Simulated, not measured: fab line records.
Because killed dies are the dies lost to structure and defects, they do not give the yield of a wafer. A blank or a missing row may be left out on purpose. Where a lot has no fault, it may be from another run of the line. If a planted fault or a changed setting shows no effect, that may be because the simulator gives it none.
Comparing a struck lot with a sound one    flow nand-harc    15 steps out of a route of 1302
Sound: the wafers L294.2, L294.4, L294.5. Struck: wafer L306.2 (left out: L306.4, L306.5 of the same lot, which were not struck); the cause appears at the end.
At each step with rows: each side's tool, then ch and its chambers, then its first start. Under that, the readings that differ: sound wafers    struck wafers    difference of the means    sigmas: that difference in standard deviations of wafers without a fault.
alike: words and numbers the same on both sides, and readings whose means are apart by under 2 such deviations; not compared: readings that were withheld, readings missing a value for some wafer, numbers with overlapping values and no deviation given by the record, and bounds like >300 which may hide the same value.
Wherever a step has rows on one side only, a row that says differs or no value, or a row with sigmas, the two part there. When numbers do not overlap yet have no deviation, they are printed without sigmas and do not part them. Lack of a reading on every wafer of one side parts them only where that side has two or more wafers.

NHARC_A_ONON_D2_THK_MEAS_05: measures by ellipsometry.
  sound on film-metro-02, day 17 07:31; struck on film-metro-02, day 21 18:10
  alike: thk-nm
next comes 1 step that has no rows for these wafers: NHARC_A_ONON_D2_DEP_06 (target thickness 1000 nm).
NHARC_A_ONON_D2_THK_MEAS_08: measures by ellipsometry.
  sound on film-metro-01, day 17 08:04; struck on film-metro-01, day 21 18:43
  alike: thk-nm
next comes 1 step that has no rows for these wafers: NHARC_A_ONON_D2_DEP_09 (target thickness 1000 nm).
NHARC_A_ONON_D2_THK_MEAS_11: measures by ellipsometry.
  sound on film-metro-01, day 17 08:38; struck on film-metro-02, day 21 19:17
  alike: thk-nm
next comes 1 step that has no rows for these wafers: NHARC_A_ONON_D2_DEP_12 (target thickness 1000 nm).
NHARC_A_ONON_D2_THK_MEAS_14: measures by ellipsometry.
  sound on film-metro-02, day 17 09:12; struck on film-metro-02, day 21 19:51
  alike: thk-nm
then, 2 steps without rows for these wafers: NHARC_A_ONON_D2_ANNEAL_15 (time 3600 s); NHARC_A_ONON_D2_DEP_16 (target thk 1000 nm).
NHARC_A_ONON_D2_THK_MEAS_18: measures by ellipsometry.
  sound on film-metro-02, day 17 16:42; struck on film-metro-01, day 22 03:15
  alike: thk-nm
next comes 1 step that has no rows for these wafers: NHARC_A_ONON_D2_DEP_19 (target thickness 1000 nm).
NHARC_A_ONON_D2_THK_MEAS_21: measures by ellipsometry.
  sound on film-metro-02, day 17 17:16; struck on film-metro-01, day 22 03:49
  alike: thk-nm
NHARC_A_ONON_D2_DEP_22: target thk 1000 nm.
  sound on pecvd-onon-01 ch 0, day 17 17:23; struck on pecvd-onon-01 ch 0, day 22 03:56
NHARC_A_ONON_D2_THK_MEAS_24: measures by ellipsometry.
  sound on film-metro-01, day 17 17:50; struck on film-metro-02, day 22 04:23
reading      sound        struck  difference  sigmas
thk-nm (nm)  990 989 991  798     -192        -17
next comes 1 step that has no rows for these wafers: NHARC_A_ONON_D2_DEP_25 (target thickness 1000 nm).

WHERE THEY PART
NHARC_A_ONON_D2_THK_MEAS_24 only, going by this record.

WHY: the cause the simulator had injected
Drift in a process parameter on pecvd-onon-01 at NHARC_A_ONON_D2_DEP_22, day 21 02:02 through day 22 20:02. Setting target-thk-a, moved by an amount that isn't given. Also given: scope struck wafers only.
